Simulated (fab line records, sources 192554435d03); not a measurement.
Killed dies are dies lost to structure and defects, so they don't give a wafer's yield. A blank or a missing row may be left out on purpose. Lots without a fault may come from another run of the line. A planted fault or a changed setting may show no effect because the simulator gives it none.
fab line records | flow n5_finfet
record lots=7 wafers=21
route steps=1938 shown BEOL_M11@1552 BEOL_M12@1602 BEOL_M13@1681 BEOL_M14@1723
start_h: hours from the record's first day to the start of the lot's first wafer shown | wait_h: hours since the lot's step before | " the same as in the row above | L1.1+2: a row that stands for several wafers | - no value, or no start given | * or withheld: withheld | < > ~ a bound
route shown NAME@n: a module of which the file shows steps, and the number in the route of the first | usual: mean/standard deviation of fault-free wafers | same: alike in all rows | chamber/n: place in a boat | sites: the reading at each site | _std_site: their standard deviation | _edge_site: outer sites' mean less inner sites' | radius_mm: how far each site lies from the wafer's centre | mask NAME#n: copy n | behind: the tool/chamber that last shaped the wafer | hold: why the lot was held/for how many hours/how that ended | device: the transistor (n, p or np) that didn't switch | end of line: the same wafers' tests at the end of the route | a step without rows: its recipe alone | killed: dies lost to structure and defects at the first sort, not the wafer's yield | map: a wafer's dies, x killed, . not, _ none there
set.NAME: the setting as run; set.NAME@STEP: as run at that earlier step | model.NAME: the simulator's own value behind a step, which no gauge read
lots whose settings were changed on purpose; a table a step, a row a wafer
## steps
# step N5_BEOL_M11_DESCUM_16
# recipe chemistry=O2 time_s=7.9 source_power_w=50 bias_power_w=20 pressure_mtorr=20 rf_frequency_hz=2.712e+07 temp_c=40 resist=CAR-ArF o2_flow_sccm=225
# columns lot.wafer tool chamber start_h wait_h set.time_s model.CAR-ArF_of_BEOL_M11_COAT_05.thk_nm
L074.1+4+6 rie_diel-03 3,2,2 223.75 0.0 7.9 83.6
L078.1+2 rie_diel-02 2,0 254.60 0.6 7.9 83.8
L078.6 " 0 " " 7.9 83.6
L079.1+6 rie_diel-02 0,2 261.66 0.0 9.31 82.8
L079.2 " 2 " " 7.9 83.8
L085.1+3 rie_diel-04 3,2 305.46 0.3 7.9 83.6
L085.5 " 2 " " 7.9 83.4
L094.4+6 rie_diel-02 0,2 344.26 0.1 7.9 83.6
L094.5 " 1 " " 7.9 83.4
L093.1 rie_diel-02 0 349.42 0.0 7.9 83.6
L093.4 " 3 " " 7.9 83.8
L093.6 " 0 " " 7.081 84.2
L095.1 rie_diel-02 2 357.34 0.0 7.334 83.4
L095.2+6 " 3,1 " " 7.9 83
# step N5_BEOL_M11_ETCH_61
# recipe chemistry=CF4 target=SiARC target_depth_a=390 mask_material=CAR-ArF time_s=65 ion_energy_ev=80 pressure_mtorr=40 source_w=545 bias_w=36 Ar_flow_sccm=100 cf4_flow_sccm=100 ends=cleared
# columns lot.wafer tool chamber start_h wait_h set.time_s@BEOL_M11_DESCUM_16 model.CAR-ArF_of_BEOL_M11_COAT_05.thk_nm
L074.1+4+6 rie_diel-03 3,2,2 223.78 0.0 7.9 55.8
L078.1+6 rie_diel-02 2,0 254.63 0.0 7.9 55.6
L078.2 " 0 " " 7.9 55.8
L079.1+6 rie_diel-02 0,2 261.69 0.0 9.31 54.8
L079.2 " 2 " " 7.9 55.8
L085.1+5 rie_diel-04 3,2 305.49 0.0 7.9 55.4
L085.3 " 2 " " 7.9 55.6
L094.4+5+6 rie_diel-02 0,1,2 344.29 0.0 7.9 55.6
L093.1+4 rie_diel-02 0,3 349.46 0.0 7.9 55.6
L093.6 " 0 " " 7.081 56
L095.1 rie_diel-02 2 357.38 0.0 7.334 55.6
L095.2+6 " 3,1 " " 7.9 55.2
# step N5_BEOL_M11_ETCH_62
# recipe chemistry=N2/H2 target=SOC target_depth_a=1100 overetch_a=220 mask_material=SiARC temp_c=40 time_s=165 ion_energy_ev=200 pressure_mtorr=30 source_w=840 bias_w=150 n2_flow_sccm=200 h2_flow_sccm=200
# step N5_BEOL_M11_STRIP_68
# recipe chemistry=N2/H2 temp_c=40 n2_flow_sccm=200 h2_flow_sccm=200 rf_frequency_hz=6e+07
# step N5_BEOL_M11_STRIP_67
# recipe chemistry=CF4 resist=SiARC power_w=300 bias_power_w=75 pressure_mtorr=50 cf4_flow_sccm=150 rf_frequency_hz=6e+07
# step N5_BEOL_M11_HM_OPEN_17
# recipe chemistry=Cl2/BCl3 target_depth_a=200 overetch_a=60 target=TiN mask_material=SOC ion_energy_ev=150 pressure_mtorr=10 icp_w=1000 bias_w=126 Cl2_flow_sccm=53.25 bcl3_flow_sccm=21.75 Ar_flow_sccm=25
# columns lot.wafer tool chamber start_h wait_h set.target_thk_a@BEOL_M11_HM_DEP_02 model.etch.depth_nm
L074.1 rie_metal-02 0 224.02 0.0 200 19.95
L074.4 " 0 " " 176 17.51
L074.6 " 0 " " 176 17.64
L078.1 rie_metal-02 1 254.87 0.0 200 20.07
L078.2 " 0 " " 200 19.97
L078.6 " 0 " " 200 20.02
L079.1 rie_metal-03 0 261.93 0.0 222.4 21.88
L079.2 " 1 " " 200 19.74
L079.6 " 1 " " 200 19.69
L085.1 rie_metal-03 0 305.73 0.0 200 19.86
L085.3 " 0 " " 200 19.91
L085.5 " 0 " " 200 20
L094.4 rie_metal-01 0 344.57 0.1 208.7 21.01
L094.5 " 0 " " 200 19.93
L094.6 " 1 " " 208.7 20.66
L093.1 rie_metal-02 1 349.70 0.0 200 19.78
L093.4 " 1 " " 215.2 21.58
L093.6 " 0 " " 200 19.73
L095.1 rie_metal-03 0 357.61 0.0 180.5 17.69
L095.2 " 1 " " 200 19.67
L095.6 " 0 " " 180.5 17.52
# step N5_BEOL_M11_STRIP_19
# recipe chemistry=O2 power_w=400 temp_c=40 pressure_mtorr=30 rf_frequency_hz=6e+07 bias_power_w=0 overash_fraction=0.2 o2_flow_sccm=225
# step N5_BEOL_M11_STRIP_73
# recipe chemistry=C4F6/O2 resist=SiARC rf_frequency_hz=6e+07
# step N5_BEOL_M11_STRIP_36
# recipe chemistry=N2/H2 power_w=450 temp_c=40 pressure_mtorr=20 rf_frequency_hz=6e+07 overash_fraction=0.3 bias_power_w=7 h2_frac=0.5 n2_flow_sccm=200 h2_flow_sccm=200
# step N5_BEOL_M11_TRENCH_ETCH_37
# recipe chemistry=C4F6/O2 target_depth_a=1488.3 target=SiCOH_lowk time_s=48 ion_energy_ev=250 pressure_mtorr=30 source_w=345 bias_w=185 Ar_flow_sccm=300 C4F6_flow_sccm=10 O2_flow_sccm=10
# columns lot.wafer tool chamber start_h wait_h set.target_thk_a@BEOL_M11_HM_DEP_02 model.TiN_of_BEOL_M11_HM_DEP_02.thk_nm
L074.1 rie_diel-03 1 - - 200 15.8
L074.4+6 " 3,1 " " 176 13.4
L078.1+6 rie_diel-03 0 - - 200 15.8
L078.2 " 3 " " 200 16
L079.1 rie_diel-03 1 - - 222.4 17.8
L079.2 " 3 " " 200 15.8
L079.6 " 3 " " 200 15.6
L085.1+3 rie_diel-04 2,1 - - 200 15.8
L085.5 " 1 " " 200 16
L094.4 rie_diel-04 2 - - 208.7 17
L094.5 " 2 " " 200 15.8
L094.6 " 3 " " 208.7 16.4
L093.1+6 rie_diel-03 1 - - 200 15.6
L093.4 " 2 " " 215.2 17.6
L095.1 rie_diel-04 1 - - 180.5 13.6
L095.2 " 2 " " 200 15.6
L095.6 " 3 " " 180.5 13.4
# step N5_BEOL_M12_ILD_DEP_00
# recipe material=SiOC target_thk_a=6589.2 temp_c=350 precursor=DEMS/O2 pressure_torr=5 rf_w=500 time_s=130.7
# columns lot.wafer tool chamber start_h wait_h set.time_s model.SiOC_of_BEOL_M12_ILD_DEP_00.thk_nm
L074.1 pecvd-02 1 229.05 0.0 130.7 649
L074.4 " 0 " " 130.7 664.2
L074.6 " 1 " " 130.7 661.8
L078.1 pecvd-04 2 260.66 0.0 130.7 654.8
L078.2 " 1 " " 130.7 653.8
L078.6 " 2 " " 130.7 672.8
L079.1 pecvd-04 2 267.23 0.0 141.8 712.6
L079.2 " 0 " " 141.8 712.8
L079.6 " 0 " " 141.8 716.6
L085.1 pecvd-04 1 310.57 0.0 125.5 626.6
L085.3 " 2 " " 130.7 642.6
L085.5 " 2 " " 130.7 666.4
L094.4 pecvd-04 1 348.61 0.1 130.7 668.4
L094.5 " 2 " " 120.1 612
L094.6 " 0 " " 120.1 608.2
L093.1 pecvd-01 1 355.89 0.0 130.7 649.2
L093.4 " 2 " " 130.7 666.8
L093.6 " 0 " " 130.7 672.8
L095.1 pecvd-02 2 363.11 0.0 130.7 663.2
L095.2 " 1 " " 130.7 661
L095.6 " 2 " " 130.7 671.8
# step N5_BEOL_M12_THK_MEAS_01
# recipe reads=SiOC_of_BEOL_M12_ILD_DEP_00
# usual M12_ILD_THK=661/8.5
# columns lot.wafer tool chamber start_h wait_h set.time_s@BEOL_M12_ILD_DEP_00 M12_ILD_THK[nm]
L074.1 film_metro-01 - 229.18 0.1 130.7 649
L074.4 " - " " 130.7 664
L074.6 " - " " 130.7 662
L078.1 film_metro-01 - 260.85 0.1 130.7 655
L078.2 " - " " 130.7 654
L078.6 " - " " 130.7 672
L079.1 film_metro-02 - 267.36 0.1 141.8 713
L079.2 " - " " 141.8 713
L079.6 " - " " 141.8 717
L085.1 film_metro-01 - 310.70 0.1 125.5 627
L085.3 " - " " 130.7 642
L085.5 " - " " 130.7 666
L094.4 film_metro-02 - 348.70 0.0 130.7 669
L094.5 " - " " 120.1 612
L094.6 " - " " 120.1 608
L093.1 film_metro-02 - 356.02 0.1 130.7 649
L093.4 " - " " 130.7 667
L093.6 " - " " 130.7 672
L095.1 film_metro-02 - 363.24 0.1 130.7 663
L095.2 " - " " 130.7 661
L095.6 " - " " 130.7 672
# step N5_BEOL_M12_COAT_58
# recipe resist=BARC temp_c=205 time_s=60 spin_rpm=1500 resist_thk_nm=89
# step N5_BEOL_M12_COAT_04
# recipe spin_rpm=1625 resist_thk_nm=400
# step N5_BEOL_M12_DESCUM_15
# recipe chemistry=O2 time_s=7.9 source_power_w=50 bias_power_w=20 pressure_mtorr=20 rf_frequency_hz=2.712e+07 temp_c=40 o2_flow_sccm=225
# step N5_BEOL_M12_ETCH_59
# recipe chemistry=N2/H2 target=BARC target_depth_a=890 overetch_a=267 time_s=67.9 ion_energy_ev=200 pressure_mtorr=30 source_w=840 bias_w=150 n2_flow_sccm=200 h2_flow_sccm=200
# step N5_BEOL_M12_VIA_ETCH_16
# recipe chemistry=C4F8/O2/Ar target=SiOC pressure_mtorr=30 source_w=3000 bias_w=700 Ar_flow_sccm=400 C4F8_flow_sccm=15 O2_flow_sccm=8 he_inner_torr=15 he_outer_torr=30 target_depth_a=7248 time_s=withheld ion_energy_ev=250 ends=cleared
# columns lot.wafer tool chamber start_h wait_h set.time_s@BEOL_M12_ILD_DEP_00 model.etch.depth_nm
L074.1 rie_diel-01 2 229.66 0.0 * 649
L074.4 " 3 " " * 664.1
L074.6 " 3 " " * 661.7
L078.1 rie_diel-01 0 261.43 0.0 * 654.8
L078.2 " 3 " " * 653.8
L078.6 " 2 " " * 672.7
L079.1 rie_diel-06 1 268.15 0.0 * 712.6
L079.2 " 2 " " * 712.9
L079.6 " 1 " " * 716.6
L085.1 rie_diel-01 1 311.18 0.0 * 626.6
L085.3 " 0 " " * 642.6
L085.5 " 2 " " * 666.4
L094.4 rie_diel-05 1 355.51 0.0 * 668.3
L094.5 " 0 " " * 612.1
L094.6 " 1 " " * 608.2
L093.1 rie_diel-05 3 356.88 0.0 * 649.2
L093.4 " 2 " " * 666.9
L093.6 " 0 " " * 672.8
L095.1 rie_diel-06 0 363.84 0.0 * 663.1
L095.2 " 1 " " * 661
L095.6 " 2 " " * 671.7
# step N5_BEOL_M12_STRIP_63
# recipe chemistry=N2/H2 power_w=1000 temp_c=250 h2_frac=0.65 overash_fraction=0.3 pressure_mtorr=1000 n2_flow_sccm=1750 h2_flow_sccm=3250
# step N5_BEOL_M12_STRIP_64
# recipe chemistry=N2/H2 power_w=1000 temp_c=250 h2_frac=0.65 overash_fraction=0.3 pressure_mtorr=withheld n2_flow_sccm=1750 h2_flow_sccm=3250
# step N5_BEOL_M12_STRIP_71
# recipe chemistry=post_etch_residue_remover time_s=60 temp_c=25 remover_ph=withheld remover_water_wt_pct=withheld remover_fluoride_wt_pct=withheld
# columns lot.wafer tool chamber start_h wait_h set.time_s@BEOL_M12_ILD_DEP_00 model.SiOC_of_BEOL_M12_ILD_DEP_00.thk_nm
L074.1 wet_bench-05 5 230.00 0.1 130.7 648.6
L074.4 " 6 " " 130.7 663.8
L074.6 " 2 " " 130.7 661.4
L078.1 wet_bench-03 2 261.78 0.1 130.7 654.4
L078.2 " 6 " " 130.7 653.4
L078.6 " 3 " " 130.7 672.4
L079.1 wet_bench-05 1 268.49 0.1 141.8 712.2
L079.2 " 6 " " 141.8 712.6
L079.6 " 0 " " 141.8 716.2
L085.1 wet_bench-02 5 311.52 0.1 125.5 626.2
L085.3 " 6 " " 130.7 642.2
L085.5 " 7 " " 130.7 666
L094.4 wet_bench-03 3 355.87 0.1 130.7 668
L094.5 " 0 " " 120.1 611.8
L094.6 " 2 " " 120.1 607.8
L093.1 wet_bench-05 1 357.22 0.1 130.7 648.8
L093.4 " 3 " " 130.7 666.6
L093.6 " 5 " " 130.7 672.4
L095.1 wet_bench-05 1 364.19 0.1 130.7 662.8
L095.2 " 0 " " 130.7 660.6
L095.6 " 5 " " 130.7 671.4
# step N5_BEOL_M13_COAT_66
# recipe resist=SiARC temp_c=220 time_s=60 spin_rpm=1500 resist_thk_nm=110
# columns lot.wafer tool chamber start_h wait_h set.spin_rpm model.SiARC_of_BEOL_M13_COAT_66.thk_nm
L074.1+6 litho_track-02 0 - - 1608 106.2
L074.4 " 0 " " 1500 110
L078.1+2+6 litho_track-02 0 - - 1500 110.2
L079.1+2 litho_track-02 0 - - 1628 106
L079.6 " 0 " " 1500 110.4
L085.1 litho_track-03 0 - - 1554 108.6
L085.3 " 0 " " 1500 110.8
L085.5 " 0 " " 1500 110.4
L094.4 litho_track-03 0 - - 1581 107.2
L094.5 " 0 " " 1500 109.8
L094.6 " 0 " " 1500 110
L093.1 litho_track-03 0 - - 1668 105
L093.4 " 0 " " 1500 110.4
L093.6 " 0 " " 1500 110.6
L095.1 litho_track-02 0 - - 1500 109.8
L095.2 " 0 " " 1551 108.2
L095.6 " 0 " " 1500 110
# step N5_BEOL_M13_EXPOSE_25
# recipe mask_id=M13 na=0.93 source_shape=conventional sigma_outer=0.4 polarization=unpolarized target_cd_nm=210 dose_mj=22
# columns lot.wafer tool chamber start_h wait_h mask set.dose_mj
L074.1+4 krf_scanner-01 0 236.83 - M13#0 22.57
L074.6 " 0 " " M13#0 22
L078.1+2+6 krf_scanner-02 0 267.81 - M13#0 22
L079.1 krf_scanner-02 0 274.78 - M13#0 23.11
L079.2+6 " 0 " " M13#0 22
L085.1 krf_scanner-02 0 316.26 - M13#0 22
L085.3+5 " 0 " " M13#0 21.07
L094.4+5 krf_scanner-01 0 361.96 - M13#0 20.77
L094.6 " 0 " " M13#0 22
L093.1+4+6 krf_scanner-02 0 364.75 - M13#0 22
L095.1+2+6 krf_scanner-01 0 369.70 - M13#0 22
# step N5_BEOL_M13_PEB_26
# recipe peb_temp_c=130 peb_time_s=90
# step N5_BEOL_M13_DEVELOP_27
# recipe develop_time_s=45 rinse_liquid=diw dry=air_spin dev_temp_c=21
# step N5_BEOL_M13_HARDBAKE_32
# recipe temp_c=130 time_s=120
# step N5_BEOL_M13_CD_MEAS_28
# recipe target_cd_nm=209.5 landing_energy_ev=500 detector=se_inlens
# usual cd_nm=209.5/1.5
# columns lot.wafer tool chamber start_h wait_h set.dose_mj@BEOL_M13_EXPOSE_25 cd_nm
L074.1 cd_sem-01 0 237.00 - 22.57 214.5
L074.4 " 0 " " 22.57 212.8
L074.6 " 0 " " 22 209.7
L078.1 cd_sem-01 0 267.99 - 22 210.3
L078.2 " 0 " " 22 211.8
L078.6 " 0 " " 22 210.8
L079.1 cd_sem-01 0 274.95 - 23.11 216.2
L079.2 " 0 " " 22 213.8
L079.6 " 0 " " 22 211.6
L085.1 cd_sem-02 0 316.43 - 22 209.5
L085.3 " 0 " " 21.07 203.4
L085.5 " 0 " " 21.07 206.2
L094.4 cd_sem-02 0 362.12 - 20.77 202.1
L094.5 " 0 " " 20.77 204.0
L094.6 " 0 " " 22 209.4
L093.1 cd_sem-03 0 364.92 - 22 208.5
L093.4 " 0 " " 22 208.6
L093.6 " 0 " " 22 208.7
L095.1 cd_sem-03 0 369.87 - 22 211.7
L095.2 " 0 " " 22 209.4
L095.6 " 0 " " 22 211.0
# step N5_BEOL_M13_DESCUM_33
# recipe chemistry=O2 time_s=7.9 source_power_w=50 bias_power_w=20 pressure_mtorr=20 rf_frequency_hz=2.712e+07 temp_c=40 o2_flow_sccm=225
# columns lot.wafer tool chamber start_h wait_h set.dose_mj@BEOL_M13_EXPOSE_25 model.BEOL_M13.cd_nm
L074.1 rie_diel-02 1 237.56 0.5 22.57 214.4
L074.4 " 0 " " 22.57 212.6
L074.6 " 3 " " 22 210
L078.1 rie_diel-02 2 268.07 0.0 22 210.6
L078.2 " 3 " " 22 211.6
L078.6 " 0 " " 22 211
L079.1 rie_diel-02 0 275.04 0.0 23.11 216.6
L079.2 " 1 " " 22 213.6
L079.6 " 2 " " 22 211.8
L085.1 rie_diel-03 2 316.52 0.0 22 210
L085.3 " 0 " " 21.07 203.4
L085.5 " 2 " " 21.07 206
L094.4 rie_diel-03 1 362.22 0.0 20.77 202.2
L094.5 " 0 " " 20.77 204
L094.6 " 2 " " 22 209
L093.1 rie_diel-04 2 365.01 0.0 22 208.2
L093.4 " 1 " " 22 209
L093.6 " 3 " " 22 208.4
L095.1 rie_diel-03 1 369.96 0.0 22 211.4
L095.2 " 3 " " 22 209.8
L095.6 " 0 " " 22 211
# step N5_BEOL_M13_ETCH_67
# recipe chemistry=CF4 target=SiARC target_depth_a=1430 time_s=238.3 ion_energy_ev=80 pressure_mtorr=40 source_w=545 bias_w=36 Ar_flow_sccm=100 cf4_flow_sccm=100 ends=cleared
# columns lot.wafer tool chamber start_h wait_h set.spin_rpm@BEOL_M13_COAT_66 model.etch.depth_nm model.coat_of_BEOL_M13_COAT_22.thk_nm
L074.1 rie_diel-02 1 237.59 0.0 1608 106.1 213.4
L074.4 " 0 " " 1500 110.1 211
L074.6 " 3 " " 1608 106.2 213.4
L078.1 rie_diel-02 2 268.11 0.0 1500 110.2 211.6
L078.2 " 3 " " 1500 110.1 211
L078.6 " 0 " " 1500 110.2 211.2
L079.1 rie_diel-02 0 275.08 0.0 1628 105.9 214
L079.2 " 1 " " 1628 106.1 215
L079.6 " 2 " " 1500 110.4 211
L085.1 rie_diel-03 2 316.55 0.0 1554 108.7 213.4
L085.3 " 0 " " 1500 110.9 212.2
L085.5 " 2 " " 1500 110.3 212
L094.4 rie_diel-03 1 362.31 0.1 1581 107.2 211.4
L094.5 " 0 " " 1500 109.8 211.4
L094.6 " 2 " " 1500 110 211.2
L093.1 rie_diel-04 2 365.04 0.0 1668 105 216.2
L093.4 " 1 " " 1500 110.4 211.4
L093.6 " 3 " " 1500 110.6 212.2
L095.1 rie_diel-03 1 369.99 0.0 1500 109.7 211.8
L095.2 " 3 " " 1551 108.1 212.8
L095.6 " 0 " " 1500 110 211
# step N5_BEOL_M14_PEB_08
# recipe peb_temp_c=130 peb_time_s=90
# columns lot.wafer tool chamber start_h wait_h set.peb_time_s
L074.1 litho_track-04 0 242.25 0.1 90
L074.4+6 " 0 " " 103.3
L078.1+2+6 litho_track-05 0 270.97 0.1 90
L079.1 litho_track-04 0 283.90 0.1 90
L079.2+6 " 0 " " 75.87
L085.1+3 litho_track-05 0 320.97 0.1 90
L085.5 " 0 " " 78.44
L094.4+5+6 litho_track-05 0 366.04 0.0 90
L093.1+6 litho_track-01 0 368.13 0.1 69.89
L093.4 " 0 " " 90
L095.1+2+6 litho_track-05 0 374.70 0.1 90
# step N5_BEOL_M14_DEVELOP_09
# recipe develop_time_s=45 rinse_liquid=diw dry=air_spin dev_temp_c=21
# step N5_BEOL_M14_HARDBAKE_14
# recipe temp_c=130 time_s=120
# step N5_BEOL_M14_CD_MEAS_10
# recipe target_cd_nm=250 landing_energy_ev=500 detector=se_inlens polarity=opening
# usual cd_nm=250.0/1.6
# columns lot.wafer tool chamber start_h wait_h set.peb_time_s@BEOL_M14_PEB_08 cd_nm
L074.1 cd_sem-02 0 242.37 - 90 250.1
L074.4 " 0 " " 103.3 255.3
L074.6 " 0 " " 103.3 254.3
L078.1 cd_sem-01 0 271.09 - 90 251.6
L078.2 " 0 " " 90 248.8
L078.6 " 0 " " 90 249.8
L079.1 cd_sem-02 0 284.01 - 90 252.8
L079.2 " 0 " " 75.87 243.0
L079.6 " 0 " " 75.87 242.9
L085.1 cd_sem-02 0 321.09 - 90 249.6
L085.3 " 0 " " 90 248.3
L085.5 " 0 " " 78.44 243.6
L094.4 cd_sem-01 0 366.16 - 90 250.4
L094.5 " 0 " " 90 248.9
L094.6 " 0 " " 90 248.0
L093.1 cd_sem-02 0 368.24 - 69.89 240.0
L093.4 " 0 " " 90 247.9
L093.6 " 0 " " 69.89 240.8
L095.1 cd_sem-03 0 374.81 - 90 249.2
L095.2 " 0 " " 90 247.3
L095.6 " 0 " " 90 251.2
## key
split step=N5_BEOL_M11_DESCUM_16 setting=time_s stated=7.9 by=wafer
response step=N5_BEOL_M11_DESCUM_16 reading=model.CAR-ArF_of_BEOL_M11_COAT_05.thk_nm change=-0.0543 per=1% r=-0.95
response step=N5_BEOL_M11_ETCH_61 reading=model.CAR-ArF_of_BEOL_M11_COAT_05.thk_nm change=-0.0521 per=1% r=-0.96
split step=N5_BEOL_M12_ILD_DEP_00 setting=time_s stated=130.7 by=wafer
response step=N5_BEOL_M12_ILD_DEP_00 reading=model.SiOC_of_BEOL_M12_ILD_DEP_00.thk_nm change=+7.15 per=1% r=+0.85
response step=N5_BEOL_M12_THK_MEAS_01 reading=M12_ILD_THK change=+7.17 per=1% r=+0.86
response step=N5_BEOL_M12_VIA_ETCH_16 reading=model.etch.depth_nm change=+7.14 per=1% r=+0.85
response step=N5_BEOL_M12_STRIP_71 reading=model.SiOC_of_BEOL_M12_ILD_DEP_00.thk_nm change=+7.14 per=1% r=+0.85
split step=N5_BEOL_M13_COAT_66 setting=spin_rpm stated=1500 by=wafer
response step=N5_BEOL_M13_COAT_66 reading=model.SiARC_of_BEOL_M13_COAT_66.thk_nm change=-0.507 per=1% r=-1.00
response step=N5_BEOL_M13_ETCH_67 reading=model.etch.depth_nm change=-0.508 per=1% r=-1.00
response step=N5_BEOL_M13_ETCH_67 reading=model.coat_of_BEOL_M13_COAT_22.thk_nm change=+0.35 per=1% r=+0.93
split step=N5_BEOL_M13_EXPOSE_25 setting=dose_mj stated=22 by=wafer
response step=N5_BEOL_M13_CD_MEAS_28 reading=cd_nm change=+1.02 per=1% r=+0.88
response step=N5_BEOL_M13_DESCUM_33 reading=model.BEOL_M13.cd_nm change=+1.03 per=1% r=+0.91
split step=N5_BEOL_M14_PEB_08 setting=peb_time_s stated=90 by=wafer
response step=N5_BEOL_M14_CD_MEAS_10 reading=cd_nm change=+0.409 per=1% r=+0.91
split outside_this_file step=N5_BEOL_M11_HM_DEP_02 setting=target_thk_a
# split outside_this_file: this setting was split too, and the file shows its column; the key of that split is in another file
